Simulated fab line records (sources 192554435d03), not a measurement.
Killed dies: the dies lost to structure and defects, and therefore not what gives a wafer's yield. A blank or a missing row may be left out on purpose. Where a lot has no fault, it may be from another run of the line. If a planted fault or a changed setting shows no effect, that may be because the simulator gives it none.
Problem report in the 8D (eight disciplines) form, filled by code + flow n5-finfet + the parts of the form that need people (team, actions taken, sign-off) are left out

1. WHAT WENT WRONG
run-length-s at N5_PASSIVATION_PASS_ETCH_47 reads a mean of 437.0 s on 6 wafers of 2 lots; wafers without a fault read 408.2 s with a standard deviation of 0.53. Measured from the usual mean, that is +54 standard deviations.
The step: etches SiNx in CF4/O2, target depth 770 nm, time 385 s.
First observed at day 16 11:03: wafer L449.1, on rie-diel-04. The record holds 31 wafers of 11 lots with a number at this step. By rule, "out" or "out of limits" means more than 4 standard deviations away from the usual mean. Any other wafer with a number is counted as sound.

2. WHAT IT IS AND WHAT IT IS NOT
| question                    | is                     | is not                                                                                          |
|-----------------------------|------------------------|-------------------------------------------------------------------------------------------------|
| which readings at this step | run-length-s           | drypump-motor-current-A, oes-product-au, rf-vpp-V, showerhead-plenum-p-Torr, throttle-valve-pct |
| which lots                  | L449, L450             | L433, L436, L437, L439, L442, L444, L451, L454, L455                                            |
| which wafers of those lots  | all that have a number | -                                                                                               |
| read on which tools         | rie-diel-04            | rie-diel-01, rie-diel-05                                                                        |
| when                        | from day 16 11:03      | up to then (17 sound wafers); but 8 sound wafers of L451, L454, L455 came after                 |

3. THE SUSPECTS, EACH WITH WHAT RULES IT OUT
Counting: a tool at a process step up to the reading stays a suspect if it ran every lot that is out and no sound lot after the first of them.
- rie-diel-04 at N5_PASSIVATION_PASS_ETCH_47 (etches SiNx in CF4/O2, target depth 770 nm, time 385 s): kept. Every lot that is out went through it, starting with L449 (day 16 11:03), and after that it ran no sound lot; the last sound lot it ran before then is L444 (day 15 10:07). Its own run-length-s readings are out on those wafers.
Left after counting: rie-diel-04 at N5_PASSIVATION_PASS_ETCH_47.

4. THE CAUSE (what the simulator had put in)
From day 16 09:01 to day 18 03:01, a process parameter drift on rie-diel-04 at N5_PASSIVATION_PASS_ETCH_47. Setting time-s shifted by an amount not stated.
After counting, this tool was the only one left.

5. SEQUENCE OF EFFECTS, ordered by route
Each row: a reading whose mean over the struck wafers that have a number lies more than 3 standard deviations from the usual. Only readings for which the record gives a usual standard deviation are gone through. hours: the time from each lot's start at the first step in this table that gives one to its start at this step, as a median over the lots. sigmas: the change in usual standard deviations.
| hours | step                        | reading      | usual   | on struck wafers | change | sigmas |
|-------|-----------------------------|--------------|---------|------------------|--------|--------|
| 0     | N5_PASSIVATION_PASS_ETCH_47 | run-length-s | 408.2 s | 437.0            | +28.8  | +54    |
Here are the process steps it includes:
- N5_PASSIVATION_PASS_ETCH_47: etches SiNx in CF4/O2, target depth 770 nm, time 385 s.

6. HOW IT WOULD HAVE BEEN CAUGHT EARLIER
The fault began at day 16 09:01; the first out-of-limits reading in this record came at day 16 11:03, 2 hours later.
